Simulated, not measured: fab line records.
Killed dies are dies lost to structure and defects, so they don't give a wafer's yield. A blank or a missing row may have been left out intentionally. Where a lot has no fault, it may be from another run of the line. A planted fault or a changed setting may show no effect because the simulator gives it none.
The tool behind it: which one? :: flow n5-finfet :: 23 lots with 69 wafers sampled at 3 steps, on a route of 1938 steps

== WHAT THE GAUGES SHOWED, per wafer ==
N5_BEOL_M13_THK_MEAS_50: measures by xrf.
lot: L074
measured: day 10 13:31
on: film-metro-02
M13_THK (nm): 427 419 425

lot: L075
measured: day 11 04:05
on: film-metro-02
M13_THK (nm): 429 427 423

lot: L077
measured: day 11 21:04
on: film-metro-02
M13_THK (nm): 422 416 421

lot: L078
measured: day 12 00:42
on: film-metro-01
M13_THK (nm): 417 411 423

lot: L079
measured: day 12 08:26
on: film-metro-01
M13_THK (nm): 414 405 424

lot: L080
measured: day 12 11:59
on: film-metro-02
M13_THK (nm): 407 431 424

lot: L081
measured: day 12 21:08
on: film-metro-01
M13_THK (nm): 424 418 425

lot: L083
measured: day 13 04:58
on: film-metro-01
M13_THK (nm): 423 406 418

lot: L082
measured: day 13 07:08
on: film-metro-02
M13_THK (nm): 417 429 418

lot: L085
measured: day 13 09:59
on: film-metro-01
M13_THK (nm): 409 409 417

lot: L084
measured: day 13 14:16
on: film-metro-02
M13_THK (nm): 421 417 438

lot: L087
measured: day 14 07:48
on: film-metro-01
M13_THK (nm): 417 439 417

lot: L086
measured: day 14 08:53
on: film-metro-01
M13_THK (nm): 414 415 410

lot: L088
measured: day 14 10:13
on: film-metro-02
M13_THK (nm): 423 424 420

lot: L089
measured: day 14 11:17
on: film-metro-02
M13_THK (nm): 423 422 418

lot: L090
measured: day 15 06:35
on: film-metro-02
M13_THK (nm): 408 416 419

lot: L091
measured: day 15 09:48
on: film-metro-01
M13_THK (nm): 416 414 422

lot: L092
measured: day 15 09:59
on: film-metro-01
M13_THK (nm): 421 413 417

lot: L095
measured: day 16 05:36
on: film-metro-01
M13_THK (nm): 410 412 423

lot: L094
measured: day 16 05:49
on: film-metro-02
M13_THK (nm): 425 419 447

lot: L093
measured: day 16 11:44
on: film-metro-01
M13_THK (nm): 434 414 415

lot: L096
measured: day 16 18:40
on: film-metro-02
M13_THK (nm): 432 426 425

lot: L097
measured: day 16 23:27
on: film-metro-01
M13_THK (nm): 433 434 424

N5_BEOL_M14_THK_MEAS_01.
lot: L074
measured: day 10 14:19
on: film-metro-02
M14_ILD_THK (nm): 1121 1141 1129

lot: L075
measured: day 11 04:32
on: film-metro-01
M14_ILD_THK (nm): 1134 1154 1142

lot: L077
measured: day 11 21:28
on: film-metro-02
M14_ILD_THK (nm): 1113 1134 1163

lot: L078
measured: day 12 01:05
on: film-metro-02
M14_ILD_THK (nm): 1096 1137 1110

lot: L079
measured: day 12 08:49
on: film-metro-02
M14_ILD_THK (nm): 1144 1106 1104

lot: L080
measured: day 12 12:22
on: film-metro-02
M14_ILD_THK (nm): 1116 1123 1146

lot: L081
measured: day 12 21:31
on: film-metro-01
M14_ILD_THK (nm): 1106 1128 1141

lot: L083
measured: day 13 05:22
on: film-metro-02
M14_ILD_THK (nm): 1121 1102 1149

lot: L082
measured: day 13 07:31
on: film-metro-02
M14_ILD_THK (nm): 1127 1149 1130

lot: L085
measured: day 13 10:22
on: film-metro-01
M14_ILD_THK (nm): 1127 1106 1138

lot: L084
measured: day 13 14:39
on: film-metro-01
M14_ILD_THK (nm): 1104 1123 1145

lot: L087
measured: day 14 08:13
on: film-metro-02
M14_ILD_THK (nm): 1124 1113 1102

lot: L086
measured: day 14 09:17
on: film-metro-02
M14_ILD_THK (nm): 1120 1107 1142

lot: L088
measured: day 14 10:42
on: film-metro-01
M14_ILD_THK (nm): 1118 1113 1119

lot: L089
measured: day 14 11:40
on: film-metro-02
M14_ILD_THK (nm): 1127 1133 1148

lot: L090
measured: day 15 06:58
on: film-metro-02
M14_ILD_THK (nm): 1128 1143 1122

lot: L091
measured: day 15 10:11
on: film-metro-02
M14_ILD_THK (nm): 1131 1108 1137

lot: L092
measured: day 15 10:22
on: film-metro-01
M14_ILD_THK (nm): 1110 1109 1125

lot: L095
measured: day 16 05:59
on: film-metro-01
M14_ILD_THK (nm): 1104 1141 1146

lot: L094
measured: day 16 06:12
on: film-metro-02
M14_ILD_THK (nm): 1132 1115 1130

lot: L093
measured: day 16 12:07
on: film-metro-01
M14_ILD_THK (nm): 1111 1116 1116

lot: L096
measured: day 16 19:05
on: film-metro-02
M14_ILD_THK (nm): 1107 1127 1148

lot: L097
measured: day 16 23:50
on: film-metro-02
M14_ILD_THK (nm): 1106 1125 1111

== EACH LOT AND THE TOOL THAT RAN IT (in order: tool; ch and the chambers of the sampled wafers; start) ==
lot: L074
N5_BEOL_M13_ANNEAL_48: rtp-anneal-02 ch 0, day 10 12:55

lot: L075
N5_BEOL_M13_ANNEAL_48: rtp-anneal-02 ch 0, day 11 03:32

lot: L077
N5_BEOL_M13_ANNEAL_48: rtp-anneal-01 ch 0, day 11 20:29

lot: L078
N5_BEOL_M13_ANNEAL_48: rtp-anneal-02 ch 0, day 11 23:57

lot: L079
N5_BEOL_M13_ANNEAL_48: rtp-anneal-02 ch 0, day 12 07:51

lot: L080
N5_BEOL_M13_ANNEAL_48: rtp-anneal-01 ch 0, day 12 11:20

lot: L081
N5_BEOL_M13_ANNEAL_48: rtp-anneal-02 ch 0, day 12 20:32

lot: L083
N5_BEOL_M13_ANNEAL_48: rtp-anneal-01 ch 0, day 13 03:49

lot: L082
N5_BEOL_M13_ANNEAL_48: rtp-anneal-01 ch 0, day 13 06:22

lot: L085
N5_BEOL_M13_ANNEAL_48: rtp-anneal-02 ch 0, day 13 09:01

lot: L084
N5_BEOL_M13_ANNEAL_48: rtp-anneal-01 ch 0, day 13 13:41

lot: L087
N5_BEOL_M13_ANNEAL_48: rtp-anneal-01 ch 0, day 14 06:56

lot: L086
N5_BEOL_M13_ANNEAL_48: rtp-anneal-01 ch 0, day 14 08:01

lot: L088
N5_BEOL_M13_ANNEAL_48: rtp-anneal-01 ch 0, day 14 09:31

lot: L089
N5_BEOL_M13_ANNEAL_48: rtp-anneal-01 ch 0, day 14 10:25

lot: L090
N5_BEOL_M13_ANNEAL_48: rtp-anneal-01 ch 0, day 15 06:02

lot: L091
N5_BEOL_M13_ANNEAL_48: rtp-anneal-02 ch 0, day 15 09:13

lot: L092
N5_BEOL_M13_ANNEAL_48: rtp-anneal-01 ch 0, day 15 09:24

lot: L095
N5_BEOL_M13_ANNEAL_48: rtp-anneal-02 ch 0, day 16 05:01

lot: L094
N5_BEOL_M13_ANNEAL_48: rtp-anneal-01 ch 0, day 16 05:16

lot: L093
N5_BEOL_M13_ANNEAL_48: rtp-anneal-02 ch 0, day 16 10:01

lot: L096
N5_BEOL_M13_ANNEAL_48: rtp-anneal-02 ch 0, day 16 17:50

lot: L097
N5_BEOL_M13_ANNEAL_48: rtp-anneal-02 ch 0, day 16 22:41
- N5_BEOL_M13_ANNEAL_48: time 90 s.

== AS READ BY THE TOOLS THEMSELVES (means over the sampled wafers that have a number; for cases with no such wafer, the mark the record gives instead) ==
N5_BEOL_M13_ANNEAL_48.
lot: L074
tool: rtp-anneal-02
anneal-temp-c (C): 224.86
wafer_temp_C_max: 226.07

lot: L075
tool: rtp-anneal-02
anneal-temp-c (C): 225.04
wafer_temp_C_max: 226.31

lot: L077
tool: rtp-anneal-01
anneal-temp-c (C): 225.00
wafer_temp_C_max: 225.89

lot: L078
tool: rtp-anneal-02
anneal-temp-c (C): 224.89
wafer_temp_C_max: 226.10

lot: L079
tool: rtp-anneal-02
anneal-temp-c (C): 224.86
wafer_temp_C_max: 225.91

lot: L080
tool: rtp-anneal-01
anneal-temp-c (C): 224.92
wafer_temp_C_max: 225.86

lot: L081
tool: rtp-anneal-02
anneal-temp-c (C): 224.90
wafer_temp_C_max: 225.94

lot: L083
tool: rtp-anneal-01
anneal-temp-c (C): 225.09
wafer_temp_C_max: 225.96

lot: L082
tool: rtp-anneal-01
anneal-temp-c (C): 225.14
wafer_temp_C_max: 226.15

lot: L085
tool: rtp-anneal-02
anneal-temp-c (C): 224.91
wafer_temp_C_max: 225.92

lot: L084
tool: rtp-anneal-01
anneal-temp-c (C): 225.05
wafer_temp_C_max: 225.82

lot: L087
tool: rtp-anneal-01
anneal-temp-c (C): 225.04
wafer_temp_C_max: 226.18

lot: L086
tool: rtp-anneal-01
anneal-temp-c (C): 224.94
wafer_temp_C_max: 226.02

lot: L088
tool: rtp-anneal-01
anneal-temp-c (C): 225.02
wafer_temp_C_max: 226.25

lot: L089
tool: rtp-anneal-01
anneal-temp-c (C): 224.97
wafer_temp_C_max: 226.02

lot: L090
tool: rtp-anneal-01
anneal-temp-c (C): 225.15
wafer_temp_C_max: 225.94

lot: L091
tool: rtp-anneal-02
anneal-temp-c (C): 225.10
wafer_temp_C_max: 226.11

lot: L092
tool: rtp-anneal-01
anneal-temp-c (C): 225.16
wafer_temp_C_max: 226.08

lot: L095
tool: rtp-anneal-02
anneal-temp-c (C): 224.87
wafer_temp_C_max: 226.01

lot: L094
tool: rtp-anneal-01
anneal-temp-c (C): 225.07
wafer_temp_C_max: 226.25

lot: L093
tool: rtp-anneal-02
anneal-temp-c (C): 225.00
wafer_temp_C_max: 225.99

lot: L096
tool: rtp-anneal-02
anneal-temp-c (C): 224.74
wafer_temp_C_max: 226.42

lot: L097
tool: rtp-anneal-02
anneal-temp-c (C): 224.95
wafer_temp_C_max: 226.02

== THE ANSWER, worked out from the rows above alone ==
Rule: usual is defined by the lots themselves. Put in order of their means at a reading, lots are off if they are a third of the lots or fewer, leave a main group of 4 or more, and stand apart from it by a gap of 3 or more times the standard deviation of the main group's means; of several such gaps the widest counts. A main group whose means are all the same, to the digits that the tables above print for the reading, isn't used. A lot without any number at a reading at which 4 lots or more have one is off too. Where the step has rows for the other lots, those lots are counted as sound. First the gauges in route order, then the tools' own readings, where a lot's mean is used as printed above. The first step at which some lot is off is used, and at that step the reading that is off furthest; a lot without a number counts as furthest.
Across all readings shown, no lot is off: no conclusion can be drawn from this.

== WHAT WAS PUT IN BY THE SIMULATOR ==
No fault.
